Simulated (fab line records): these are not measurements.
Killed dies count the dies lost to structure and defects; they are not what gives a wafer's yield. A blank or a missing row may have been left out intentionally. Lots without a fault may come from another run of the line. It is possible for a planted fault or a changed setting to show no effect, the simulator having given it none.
Matching of chambers | flow n5_finfet | 4 sister chambers for N5_FIN_CUT_CUT_ETCH_15 on rie_si-02
The step etches Si in HBr/Cl2/O2, target depth 100 nm, bt time 10 s, time 42.4 s. 8 wafers are shown with their chamber, then 7 later ones without.

== WAFERS, EACH WITH ITS CHAMBER ==
wafer  | chamber | throttle_valve_pct (%) | drypump_motor_current_A (A)
L750.5 | 2       | 37.47                  | 5.95
L755.1 | 1       | 37.01                  | 5.48
L755.6 | 0       | 37.46                  | 5.23
L760.2 | 2       | 37.47                  | 5.93
L760.4 | 1       | 37.01                  | 5.49
L760.5 | 3       | 37.23                  | 6.02
L762.4 | 0       | 37.46                  | 5.22
L762.5 | 3       | 37.25                  | 6.00

== WAFERS WITHOUT THEIR CHAMBER ==
wafer  | throttle_valve_pct (%) | drypump_motor_current_A (A)
L762.6 | 37.46                  | 5.21
L764.1 | 37.00                  | 5.49
L764.2 | 37.22                  | 6.02
L764.6 | 37.00                  | 5.52
L766.2 | 37.46                  | 5.25
L766.3 | 37.01                  | 5.48
L766.6 | 37.00                  | 5.47

== CHAMBER TAKEN BY EACH ==
wafer  | from the rows above | in truth
L762.6 | 0                   | 0
L764.1 | 1                   | 1
L764.2 | 3                   | 3
L764.6 | 1                   | 1
L766.2 | 0                   | 0
L766.3 | 1                   | 1
L766.6 | 1                   | 1
Placed correctly: 7 of 7. Left unplaced by these rows: 0. Number placed wrongly: 0.
How it was worked out, from the rows above alone: a wafer's distance from a chamber is the root of the sum, over the readings, of the square of ((its reading less the chamber's mean) divided by the reading's scatter). The wafer belongs to the nearest chamber; if the next one is less than 2 further off, it can't be placed. For every chamber, the mean is computed from those of its wafers that are shown. The scatter is the square root of a quotient: the sum, over the shown wafers, of each reading's squared deviation from its chamber's mean, divided by wafers minus chambers.
